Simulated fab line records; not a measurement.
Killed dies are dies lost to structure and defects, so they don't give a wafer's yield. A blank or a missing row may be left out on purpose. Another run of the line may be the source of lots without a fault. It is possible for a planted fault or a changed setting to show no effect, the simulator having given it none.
Matching of chambers | flow nandHarc | NHARC_A_CONTACT_DEP_58 on pecvd-01 has 3 sister chambers
The step deposits SiON, target thk 90 nm. 20 wafers are shown with their chamber, then 10 later ones without.

== WAFERS PAIRED WITH THEIR CHAMBERS ==
wafer  | chamber | heaterPowerOuterW (W) | chamberPressureTorr (Torr) | heaterPowerW (W)
L075.4 | 0       | 485                   | 3.511                      | 767
L075.5 | 2       | 527                   | 3.498                      | 833
L075.6 | 1       | 382                   | 3.503                      | 652
L076.3 | 0       | 479                   | 3.488                      | 735
L076.4 | 0       | 481                   | 3.497                      | 753
L076.6 | 2       | 443                   | 3.504                      | 738
L077.1 | 1       | 447                   | 3.507                      | 766
L077.4 | 2       | 498                   | 3.504                      | 770
L077.5 | 1       | 456                   | 3.509                      | 756
L080.3 | 0       | 471                   | 3.500                      | 751
L080.4 | 2       | 434                   | 3.515                      | 747
L080.6 | 1       | 450                   | 3.501                      | 768
L083.1 | 2       | 409                   | 3.515                      | 702
L083.2 | 1       | 453                   | 3.503                      | 741
L083.6 | 1       | 466                   | 3.512                      | 778
L088.3 | 0       | 460                   | 3.500                      | 731
L088.5 | 2       | 474                   | 3.498                      | 773
L088.6 | 0       | 464                   | 3.513                      | 743
L091.2 | 1       | 459                   | 3.499                      | 793
L091.4 | 2       | 446                   | 3.497                      | 756

SIGNATURES (means of the wafers above)
reading             | chamber 0 | chamber 1 | chamber 2 | scatter within a chamber
heaterPowerOuterW   | 473.33    | 444.71    | 461.57    | 29.9
chamberPressureTorr | 3.50150   | 3.50486   | 3.50443   | 0.00736
heaterPowerW        | 746.67    | 750.57    | 759.86    | 37.1
Rule: for a wafer and a chamber, the distance is found by dividing, reading by reading, the gap between the wafer's reading and the chamber's mean by the reading's scatter, squaring, summing and taking the root. The wafer belongs to the nearest chamber; if the next one is less than 2 further off, it can't be placed. The scatter is the square root of a quotient: the sum, over the shown wafers, of each reading's squared deviation from its chamber's mean, divided by wafers minus chambers.

== WAFERS MISSING THEIR CHAMBER ==
wafer  | heaterPowerOuterW (W) | chamberPressureTorr (Torr) | heaterPowerW (W)
L091.5 | 487                   | 3.502                      | 755
L090.1 | 448                   | 3.507                      | 772
L090.2 | 482                   | 3.498                      | 749
L090.5 | 468                   | 3.502                      | 757
L096.2 | 458                   | 3.490                      | 716
L096.4 | 463                   | 3.497                      | 713
L096.6 | 470                   | 3.489                      | 743
L097.4 | 497                   | 3.504                      | 775
L097.5 | 460                   | 3.498                      | 743
L097.6 | 446                   | 3.511                      | 727

== WHICH CHAMBER EACH ONE RAN IN ==
wafer  | from the rows above          | in truth
L091.5 | can't be placed: 0 or 2 or 1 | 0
L090.1 | can't be placed: 1 or 2 or 0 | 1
L090.2 | can't be placed: 0 or 2 or 1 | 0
L090.5 | can't be placed: 0 or 2 or 1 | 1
L096.2 | can't be placed: 0 or 1 or 2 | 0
L096.4 | can't be placed: 0 or 1 or 2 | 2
L096.6 | can't be placed: 0 or 2 or 1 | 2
L097.4 | can't be placed: 0 or 2 or 1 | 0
L097.5 | can't be placed: 0 or 2 or 1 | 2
L097.6 | can't be placed: 1 or 2 or 0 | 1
Placed correctly: 0 of 10. These rows do not allow placing 10 (true chamber among the candidates in 10). Number placed wrongly: 0.
